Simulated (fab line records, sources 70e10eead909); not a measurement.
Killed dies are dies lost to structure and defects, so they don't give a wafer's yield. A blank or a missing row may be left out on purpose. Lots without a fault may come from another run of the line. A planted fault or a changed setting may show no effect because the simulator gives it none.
Which tool did it? | flow nand_harc | 14 lots, 42 wafers sampled, at 5 steps of a route of 1302

WHAT THE GAUGES READ, wafer by wafer
NHARC_A_ZERO_WELL_INSPECT_17. Usual: raw_defect_count 11, standard deviation 5.3.
lot  | measured     | on                | raw_defect_count | flag
L753 | day 7 02:02  | defect_inspect-02 | 9 9 9            |
L754 | day 7 03:37  | defect_inspect-02 | 18 25 13         |
L755 | day 7 13:44  | defect_inspect-01 | 8 7 13           |
L758 | day 8 17:38  | defect_inspect-01 | 6 14 9           |
L761 | day 10 03:07 | defect_inspect-01 | 8 5 3            |
L762 | day 10 21:11 | defect_inspect-01 | 7 7 8            |
L768 | day 13 00:16 | defect_inspect-02 | 3 3 8            |
L770 | day 14 05:20 | defect_inspect-01 | 7 12 6           |
L771 | day 14 17:13 | defect_inspect-02 | 4 6 5            |
L772 | day 14 23:22 | defect_inspect-02 | 19 12 10         |
L773 | day 15 03:17 | defect_inspect-01 | 15 14 10         |
L775 | day 15 15:27 | defect_inspect-02 | 12 3 16          |
L774 | day 15 16:23 | defect_inspect-01 | 9 10 13          |
L776 | day 16 08:39 | defect_inspect-02 | 21 5 16          |

NHARC_A_SOURCE_PLATE_THK_MEAS_09: measures by ellipsometry. Usual: thk_nm 9.8 nm, standard deviation 0.93.
lot  | measured     | on            | thk_nm (nm)    | flag
L753 | day 7 09:59  | film_metro-02 | 9.3 9.6 9.7    |
L754 | day 7 09:59  | film_metro-01 | 9.6 8.1 10.1   |
L755 | day 7 21:06  | film_metro-01 | 11.5 11.4 10.9 |
L758 | day 9 00:26  | film_metro-02 | 11.7 8.8 8.0   |
L761 | day 10 09:57 | film_metro-01 | 9.5 9.7 10.3   |
L762 | day 11 02:56 | film_metro-02 | 10.3 9.0 9.3   |
L768 | day 13 07:05 | film_metro-01 | 10.7 9.2 9.1   |
L770 | day 14 12:11 | film_metro-02 | 8.7 9.5 9.0    |
L771 | day 15 00:24 | film_metro-02 | 10.5 11.6 10.8 |
L772 | day 15 06:11 | film_metro-01 | 10.7 8.7 9.5   |
L773 | day 15 10:55 | film_metro-01 | 10.2 9.9 9.5   |
L775 | day 15 22:16 | film_metro-02 | 9.5 11.1 11.5  |
L774 | day 15 22:16 | film_metro-01 | 7.7 8.1 11.7   |
L776 | day 16 15:57 | film_metro-01 | 10.5 10.4 10.8 |

NHARC_A_ONON_D1_THK_MEAS_05: measures by ellipsometry. Usual: thk_nm 1001 nm, standard deviation 11.
lot  | measured     | on            | thk_nm (nm)    | flag
L753 | day 7 23:55  | film_metro-01 | 1020 1019 1021 |
L754 | day 7 23:46  | film_metro-01 | 1015 1016 1013 |
L755 | day 8 11:14  | film_metro-02 | 977 978 978    |
L758 | day 9 17:50  | film_metro-02 | 1004 1004 1005 |
L761 | day 10 23:52 | film_metro-02 | 1007 1594 1595 | OFF
L762 | day 11 16:44 | film_metro-02 | 1011 1602 1599 | OFF
L768 | day 13 21:46 | film_metro-02 | 1003 1000 1002 |
L770 | day 15 05:11 | film_metro-02 | 981 980 981    |
L771 | day 15 14:46 | film_metro-01 | 999 1001 999   |
L772 | day 15 20:26 | film_metro-02 | 998 996 998    |
L773 | day 16 01:03 | film_metro-01 | 997 1000 999   |
L775 | day 16 13:08 | film_metro-01 | 999 1001 1001  |
L774 | day 16 12:49 | film_metro-02 | 991 990 991    |
L776 | day 17 06:11 | film_metro-01 | 998 996 998    |

NHARC_END_SORT_01. Usual: killed_at_array 54, standard deviation 12; killed_at_other 0.7, standard deviation 1.1; killed_at_periphery 3.9, standard deviation 2.8; killed_dies 59, standard deviation 13; killed_open 3.4, standard deviation 2; killed_short 2.5, standard deviation 1.7.
lot  | measured     | on        | killed_at_array | killed_at_other | killed_at_periphery | killed_dies | killed_open | killed_short | flag
L761 | day 27 15:32 | prober-02 | 55 668 675      | 1 1 0           | 5 8 2               | 61 677 677  | 5 4 2       | 0 5 0        | OFF
L762 | day 28 03:53 | prober-01 | 54 672 671      | 3 3 4           | 4 2 2               | 61 677 677  | 5 2 4       | 3 1 0        | OFF

WHICH TOOL RAN EACH LOT (tool, then ch and the chambers of the sampled wafers, then the start)
lot  | NHARC_A_ONON_D1_DEP_03
L753 | pecvd_onon-04 ch 0, day 7 23:28
L754 | pecvd_onon-03 ch 0, day 7 23:19
L755 | pecvd_onon-01 ch 0, day 8 10:47
L758 | pecvd_onon-01 ch 0, day 9 17:20
L761 | pecvd_onon-01 ch 0, day 10 23:24
L762 | pecvd_onon-01 ch 0, day 11 16:13
L768 | pecvd_onon-03 ch 0, day 13 21:26
L770 | pecvd_onon-01 ch 0, day 15 04:48
L771 | pecvd_onon-04 ch 0, day 15 14:15
L772 | pecvd_onon-01 ch 0, day 15 19:58
L773 | pecvd_onon-04 ch 0, day 16 00:32
L775 | pecvd_onon-03 ch 0, day 16 12:44
L774 | pecvd_onon-01 ch 0, day 16 12:22
L776 | pecvd_onon-01 ch 0, day 17 05:40
- NHARC_A_ONON_D1_DEP_03: target thk 1000 nm.

WHAT THE TOOLS THEMSELVES READ (means of the sampled wafers that have a number; where no wafer has one, the mark that the record gives instead)
The record holds no such reading with a usual standard deviation.

THE ANSWER, worked out from the rows above alone
Rule: a lot is off if the mean of its wafers that have a number lies more than 3 standard deviations from the usual mean. A lot without any number at a reading at which 4 lots or more have one is off too. The other lots that the step has rows for count as sound. The gauges are gone through in route order, then the tools' own readings, and for those a lot's mean is taken as printed above. The first step at which some lot is off is used, and at that step the reading that is off furthest; a lot without a number counts as furthest.
Off: L761, L762, at NHARC_A_ONON_D1_THK_MEAS_05 (thk_nm).
A tool fits if, at a process step before that reading, it ran every lot that is off, and no sound lot after the first of them. The gauges at NHARC_A_ONON_D1_THK_MEAS_05 aren't tried: what is off there is off at NHARC_END_SORT_01 too, on other tools, and a gauge's error can't cause that. None of those tried fits.

WHAT THE SIMULATOR HAD PUT IN
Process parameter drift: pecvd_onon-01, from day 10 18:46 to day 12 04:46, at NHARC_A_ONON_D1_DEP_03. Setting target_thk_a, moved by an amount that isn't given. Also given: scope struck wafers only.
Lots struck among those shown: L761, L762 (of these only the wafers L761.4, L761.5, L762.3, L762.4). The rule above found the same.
